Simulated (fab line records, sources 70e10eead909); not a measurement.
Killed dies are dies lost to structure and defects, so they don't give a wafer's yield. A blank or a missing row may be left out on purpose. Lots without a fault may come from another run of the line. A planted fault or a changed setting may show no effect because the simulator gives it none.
Which tool did it? | flow nand_harc | 6 lots, 18 wafers sampled, at 3 steps of a route of 1159

WHAT THE GAUGES READ, wafer by wafer
NHARC_A_WL_FILL_INSPECT_15.
lot  | measured     | on                | raw_defect_count
L940 | day 17 07:09 | defect_inspect-01 | 396 349 471
L944 | day 18 10:09 | defect_inspect-02 | 546 262 342
L946 | day 19 00:43 | defect_inspect-02 | 317 306 276
L948 | day 19 08:28 | defect_inspect-01 | 262 401 279
L956 | day 20 19:01 | defect_inspect-02 | 338 367 314
L957 | day 21 13:19 | defect_inspect-01 | 413 498 318

WHICH TOOL RAN EACH LOT (tool, then ch and the chambers of the sampled wafers, then the start)
lot  | NHARC_A_WL_FILL_ETCHBACK_16                   | NHARC_A_WL_FILL_ETCHBACK_26
L940 | rie_diel-13 ch 0,1,3, day 16 15:20 or earlier | rie_si-02 ch 0,2,3, day 16 15:20
L944 | rie_diel-02 ch 0,1, day 18 02:43 or earlier   | rie_si-03 ch 0,1,2, day 18 02:43
L946 | rie_diel-02 ch 0,2,3, day 18 18:43 or earlier | rie_si-03 ch 0,3, day 18 18:43
L948 | rie_diel-08 ch 1,2,3, day 18 21:38 or earlier | rie_si-03 ch 1,2,3, day 18 21:38
L956 | rie_diel-13 ch 2,3, day 20 13:04 or earlier   | rie_si-01 ch 1,2,3, day 20 13:04
L957 | rie_diel-08 ch 1,2,3, day 21 02:13 or earlier | rie_si-02 ch 0,1,2, day 21 02:13
- NHARC_A_WL_FILL_ETCHBACK_16: etches the open film in C4F8/O2/Ar, target depth 88 nm, time 17.6 s.
- NHARC_A_WL_FILL_ETCHBACK_26: etches the open film in HBr, target depth 52 nm, time 13.3 s.

THE ANSWER, worked out from the rows above alone
Rule: what is usual is taken from the lots themselves. Put in order of their means at a reading, lots are off if they are a third of the lots or fewer, leave a main group of 4 or more, and stand apart from it by a gap of 3 or more times the standard deviation of the main group's means; of several such gaps the widest counts. A main group whose means are all the same, to the digits that the tables above print for the reading, isn't used. A lot without any number at a reading at which 4 lots or more have one is off too. The other lots that the step has rows for count as sound.
No lot is off at any reading shown: from this, nothing can be told.

WHAT THE SIMULATOR HAD PUT IN
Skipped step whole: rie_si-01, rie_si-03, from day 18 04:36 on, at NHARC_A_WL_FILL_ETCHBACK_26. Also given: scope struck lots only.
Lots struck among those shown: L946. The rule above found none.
